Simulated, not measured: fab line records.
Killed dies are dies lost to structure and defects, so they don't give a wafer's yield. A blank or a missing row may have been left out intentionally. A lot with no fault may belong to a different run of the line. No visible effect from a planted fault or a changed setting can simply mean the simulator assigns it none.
Chamber matching    flow nand_harc    NHARC_A_ZERO_WELL_DESCUM_12 on rie_diel-10: 4 sister chambers
The step chemistry O2, time 3 s. 27 wafers are shown with their chamber, then 12 later ones without.

WAFERS PAIRED WITH THEIR CHAMBERS
wafer   chamber  showerhead_plenum_p_Torr (Torr)  drypump_motor_current_A (A)  rf_vpp_V (V)
L074.1  3        2.00                             5.2                          57.3
L074.2  1        2.04                             5.9                          58.9
L074.6  1        2.04                             5.9                          57.6
L075.1  2        2.05                             6.3                          57.0
L075.3  3        2.00                             5.2                          57.1
L075.5  1        2.04                             5.9                          58.2
L077.1  0        1.83                             5.6                          56.8
L077.2  1        2.05                             5.9                          58.4
L077.3  2        2.05                             6.3                          58.4
L077.4  3        2.00                             5.2                          59.2
L077.5  2        2.05                             6.3                          58.1
L077.6  3        2.00                             5.2                          57.5
L079.3  3        2.00                             5.2                          56.4
L079.4  2        2.05                             6.3                          57.8
L079.5  3        2.00                             5.2                          58.2
L081.2  0        1.83                             5.6                          57.5
L081.4  1        2.04                             5.9                          58.5
L081.6  3        2.00                             5.2                          58.6
L086.2  3        2.00                             5.2                          58.4
L086.4  2        2.05                             6.3                          58.4
L086.5  3        2.00                             5.2                          56.5
L086.1  0        1.83                             5.7                          56.6
L086.3  1        2.04                             5.9                          58.3
L086.6  2        2.05                             6.3                          58.7
L091.1  0        1.83                             5.6                          57.2
L091.2  2        2.05                             6.3                          58.2
L091.5  3        1.99                             5.2                          57.7

SIGNATURES (means of the wafers above)
reading                   chamber 0  chamber 1  chamber 2  chamber 3  scatter within a chamber
showerhead_plenum_p_Torr  1.8300     2.0417     2.0500     1.9990     0.00275
drypump_motor_current_A   5.625      5.900      6.300      5.200      0.0181
rf_vpp_V                  57.025     58.317     58.086     57.690     0.683
Rule: for each reading, subtract the chamber's mean from the wafer's reading, divide by that reading's scatter and square the result; add these up over the readings and take the root, which gives the wafer's distance from the chamber. The wafer belongs to the nearest chamber; if the next one is less than 2 further off, it can't be placed. The scatter: the root of (the sum of the squares of (reading less its chamber's mean) over the shown wafers, divided by (wafers less chambers)).

WAFERS MISSING THEIR CHAMBER
wafer   showerhead_plenum_p_Torr (Torr)  drypump_motor_current_A (A)  rf_vpp_V (V)
L090.2  2.05                             6.3                          58.1
L090.4  2.00                             5.2                          58.0
L090.6  1.83                             5.6                          56.9
L090.1  2.04                             5.9                          57.7
L090.3  1.83                             5.6                          57.5
L090.5  1.99                             5.2                          58.4
L093.2  1.99                             5.2                          58.9
L093.4  1.83                             5.7                          56.8
L093.5  1.83                             5.6                          57.1
L097.1  1.99                             5.2                          59.1
L097.2  1.83                             5.6                          56.4
L097.5  1.83                             5.7                          58.2

WHICH CHAMBER EACH ONE RAN IN
wafer   from the rows above  in truth
L090.2  2                    2
L090.4  3                    3
L090.6  0                    0
L090.1  1                    1
L090.3  0                    0
L090.5  3                    3
L093.2  3                    3
L093.4  0                    0
L093.5  0                    0
L097.1  3                    3
L097.2  0                    0
L097.5  0                    0
Correctly placed: 12 of 12. Not placeable from these rows: 0. Placed wrongly: 0.
